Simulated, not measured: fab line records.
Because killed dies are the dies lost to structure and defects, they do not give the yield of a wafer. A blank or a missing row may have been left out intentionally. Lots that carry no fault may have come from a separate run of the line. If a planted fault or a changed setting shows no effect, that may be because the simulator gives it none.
Chamber matching | flow nand-harc | rie-diel-07 running NHARC_A_STAIRCASE_DESCUM_252: 4 sister chambers
The step chemistry O2, time 3 s. 8 wafers are shown with their chamber, then 8 later ones without.

WAFERS WITH THEIR CHAMBER
wafer  | chamber | showerhead-plenum-p-Torr (Torr) | drypump-motor-current-A (A)
L083.6 | 0       | 2.05                            | 5.9
L086.1 | 2       | 1.92                            | 5.9
L085.4 | 1       | 1.89                            | 5.6
L085.6 | 3       | 1.89                            | 5.2
L089.1 | 1       | 1.89                            | 5.7
L089.5 | 0       | 2.04                            | 5.8
L089.6 | 3       | 1.89                            | 5.2
L093.1 | 2       | 1.92                            | 5.9

WAFERS MISSING THEIR CHAMBER
wafer  | showerhead-plenum-p-Torr (Torr) | drypump-motor-current-A (A)
L093.3 | 2.04                            | 5.8
L093.4 | 1.89                            | 5.7
L095.1 | 1.92                            | 5.9
L095.2 | 2.04                            | 5.8
L095.4 | 1.89                            | 5.6
L096.3 | 1.92                            | 5.9
L096.4 | 2.04                            | 5.7
L096.6 | 1.88                            | 5.3

CHAMBER TAKEN BY EACH
wafer  | from the rows above | in truth
L093.3 | 0                   | 0
L093.4 | 1                   | 1
L095.1 | 2                   | 2
L095.2 | 0                   | 0
L095.4 | 1                   | 1
L096.3 | 2                   | 2
L096.4 | 0                   | 0
L096.6 | 3                   | 3
8 of 8 placed correctly. Not placeable from these rows: 0. Number placed wrongly: 0.
How it was worked out, from the rows above alone: a wafer's distance from a chamber is the root of the sum, over the readings, of the square of ((its reading less the chamber's mean) divided by the reading's scatter). The wafer belongs to the nearest chamber; if the next one is less than 2 further off, it can't be placed. The mean given for a chamber averages the wafers shown for that chamber. The scatter is the square root of a quotient: the sum, over the shown wafers, of each reading's squared deviation from its chamber's mean, divided by wafers minus chambers.
